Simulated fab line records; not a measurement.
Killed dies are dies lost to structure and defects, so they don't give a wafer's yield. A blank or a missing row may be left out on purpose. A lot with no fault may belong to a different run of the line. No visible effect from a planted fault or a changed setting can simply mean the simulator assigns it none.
Struck lot and sound lot, side by side | flow nandHarc | 44 out of 1159 route steps
Sound: wafers L139.1, L139.2, L139.5. Struck: wafers L155.3, L155.5. (L155.4 of the same lot was not struck and is left out.) The cause comes at the end.
Per side, at each step with rows, come the tool, then ch with its chambers, and then its first start. Under that, the readings that differ: sound wafers | struck wafers | difference of the means | sigmas: that difference in standard deviations of wafers without a fault.
alike: words and numbers the same on both sides, and readings whose means are apart by under 2 such deviations; not compared: readings that were withheld, readings missing a value for some wafer, numbers with overlapping values and no deviation given by the record, and bounds like >300 which may hide the same value.
A row with sigmas, a row that says differs or no value, or rows on one side alone: a step with any of these is where the two part. Numbers that have no deviation but don't overlap get no sigmas and don't part them. Lack of a reading on every wafer of one side parts them only where that side has two or more wafers.

first, 8 steps without rows for these wafers: NHARC_P_GATE_DEHYDRATE_38 (time 120 s); NHARC_P_GATE_HMDS_39 (time 30 s); NHARC_P_GATE_COAT_40; NHARC_P_GATE_SOFTBAKE_41 (time 95 s); NHARC_P_GATE_EBR_42; NHARC_P_GATE_EXPOSE_43 (exposes mask P NSD, target cd 720 nm); NHARC_P_GATE_PEB_44 (peb time 85 s); NHARC_P_GATE_DEVELOP_45 (time 70 s).
NHARC_P_GATE_CD_MEAS_46 targets a cd of 720 nm.
  sound on cdSem-01 ch 0, day 5 19:52; struck on cdSem-02 ch 0, day 9 17:56
  alike: cdNm
then, 1 step without rows for these wafers: NHARC_P_GATE_HARDBAKE_47 (time 80 s).
NHARC_P_GATE_DESCUM_48: chemistry O2, time 3 s.
  sound on rieDiel-03 ch 1,2,3, day 5 20:02; struck on rieDiel-03 ch 1,3, day 9 18:06
  alike: drypumpMotorCurrentA, o2FlowSccm, oesProductAu, rfVppV, showerheadPlenumPTorr, throttleValvePct
  not compared: rfHoursCounterH
next, for these wafers, 1 step has no rows: NHARC_P_GATE_IMPLANT_49.
NHARC_P_GATE_STRIP_111: strips in N2/H2, time 250 s.
  sound on plasmaAsher-01 ch 0,1, day 5 20:28; struck on plasmaAsher-01 ch 1, day 9 18:34
  alike: drypumpMotorCurrentA, heaterPowerW
  not compared: rfHoursCounterH
NHARC_P_GATE_STRIP_75: strips in O2.
  sound on plasmaAsher-01 ch 0,1, day 5 20:46; struck on plasmaAsher-01 ch 1, day 9 18:47
  alike: drypumpMotorCurrentA, heaterPowerW
  not compared: rfHoursCounterH
then, 9 steps without rows for these wafers: NHARC_P_GATE_STRIP_50 (strips in SPM, time 900 s); NHARC_P_GATE_DEHYDRATE_51 (time 120 s); NHARC_P_GATE_HMDS_52 (time 30 s); NHARC_P_GATE_COAT_53; NHARC_P_GATE_SOFTBAKE_54 (time 95 s); NHARC_P_GATE_EBR_55; NHARC_P_GATE_EXPOSE_56 (exposes mask P PSD, target cd 720 nm); NHARC_P_GATE_PEB_57 (peb time 85 s); NHARC_P_GATE_DEVELOP_58 (time 70 s).
NHARC_P_GATE_CD_MEAS_59 targets a cd of 720 nm.
  sound on cdSem-02 ch 0, day 5 21:43; struck on cdSem-02 ch 0, day 9 19:44
  alike: cdNm
then, 1 step without rows for these wafers: NHARC_P_GATE_HARDBAKE_60 (time 80 s).
NHARC_P_GATE_DESCUM_61: chemistry O2, time 3 s.
  sound on rieDiel-03 ch 1,2,3, day 5 21:53; struck on rieDiel-12 ch 0,3, day 9 19:55
  alike: drypumpMotorCurrentA, o2FlowSccm, oesProductAu, rfVppV, showerheadPlenumPTorr, throttleValvePct
  not compared: rfHoursCounterH
next, for these wafers, 1 step has no rows: NHARC_P_GATE_IMPLANT_62.
NHARC_P_GATE_STRIP_112: strips in N2/H2, time 200 s.
  sound on plasmaAsher-01 ch 0,1, day 5 22:14; struck on plasmaAsher-02 ch 1, day 9 20:22
  alike: drypumpMotorCurrentA, heaterPowerW
  not compared: rfHoursCounterH
then, 10 steps without rows for these wafers: NHARC_P_GATE_STRIP_76 (strips in O2); NHARC_P_GATE_STRIP_63 (strips in SPM, time 900 s); NHARC_P_GATE_DEHYDRATE_83 (time 120 s); NHARC_P_GATE_HMDS_84 (time 30 s); NHARC_P_GATE_COAT_85; NHARC_P_GATE_SOFTBAKE_86 (time 95 s); NHARC_P_GATE_EBR_87; NHARC_P_GATE_EXPOSE_88 (exposes mask P HVN, target cd 2000 nm); NHARC_P_GATE_PEB_89 (peb time 85 s); NHARC_P_GATE_DEVELOP_90 (time 70 s).
NHARC_P_GATE_CD_MEAS_91 targets a cd of 2000 nm.
  sound on cdSem-02 ch 0, day 5 23:25; struck on cdSem-01 ch 0, day 9 21:28
  alike: cdNm
then, 1 step without rows for these wafers: NHARC_P_GATE_HARDBAKE_92 (time 80 s).
NHARC_P_GATE_DESCUM_93: chemistry O2, time 3 s.
  sound on rieDiel-03 ch 0,2, day 5 23:34; struck on rieDiel-12 ch 0,1, day 9 21:39
  alike: drypumpMotorCurrentA, o2FlowSccm, oesProductAu, rfVppV, showerheadPlenumPTorr, throttleValvePct
  not compared: rfHoursCounterH
next, for these wafers, 1 step has no rows: NHARC_P_GATE_IMPLANT_94.
NHARC_P_GATE_INSPECT_68:
  struck on defectInspect-01, day 10 00:32; sound on defectInspect-01, day 6 02:58
reading        | sound       | struck  | difference | sigmas
rawDefectCount | 192 156 130 | 695 659 | +518       | +7
-- break in the record here, with 14 days between the starts of the struck wafers on either side (left off in module P_GATE, picked up again in module END, where the first step shown is number 1159 on the route) --
NHARC_END_SORT_01:
  the record has rows for the struck wafers here (prober-01 ch 0, day 23 13:55) and none for the sound ones

WHERE THEY PART
First at NHARC_P_GATE_INSPECT_68; last, within this record, at NHARC_END_SORT_01.

WHY: whatever the simulator had introduced
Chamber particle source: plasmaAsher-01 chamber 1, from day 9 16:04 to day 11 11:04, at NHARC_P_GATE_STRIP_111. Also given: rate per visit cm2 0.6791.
